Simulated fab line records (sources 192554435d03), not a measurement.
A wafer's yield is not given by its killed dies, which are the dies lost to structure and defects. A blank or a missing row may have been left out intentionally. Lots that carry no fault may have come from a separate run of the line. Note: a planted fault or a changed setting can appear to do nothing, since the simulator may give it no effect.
Chamber matching + flow n5_finfet + N5_BEOL_M5_PRE_CLEAN_77 on cvd_co-01 has 3 sister chambers
The step time 15 s. 3 wafers are shown with their chamber, then 6 later ones without.

== WAFERS WITH THEIR CHAMBER ==
| wafer  | chamber | heater_power_w (W) |
|--------|---------|--------------------|
| L920.2 | 0       | 77                 |
| L922.3 | 2       | 119                |
| L922.5 | 1       | 80                 |

== WAFERS WITH NO CHAMBER GIVEN ==
| wafer  | heater_power_w (W) |
|--------|--------------------|
| L929.1 | 79                 |
| L929.3 | 77                 |
| L929.5 | 78                 |
| L928.1 | 119                |
| L928.2 | 80                 |
| L928.3 | 78                 |

== WHICH CHAMBER EACH ONE RAN IN ==
| wafer  | from the rows above     | in truth |
|--------|-------------------------|----------|
| L929.1 | can't be placed: 1 or 0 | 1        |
| L929.3 | 0                       | 0        |
| L929.5 | can't be placed: 0 or 1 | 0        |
| L928.1 | 2                       | 2        |
| L928.2 | 1                       | 1        |
| L928.3 | can't be placed: 0 or 1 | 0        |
3 of 6 placed correctly. Can't be placed from these rows: 3 (the true chamber is among the candidates in 3). 0 placed wrongly.
How it was worked out, from the rows above alone: a wafer's distance from a chamber is the root of the sum, over the readings, of the square of ((its reading less the chamber's mean) divided by the reading's scatter). The wafer belongs to the nearest chamber; if the next one is less than 2 further off, it can't be placed. A chamber's mean is the mean of its shown wafers. The scatter (one wafer shown for each chamber): square how far every hidden wafer sits from the nearest shown wafer, average those squares and take the square root.
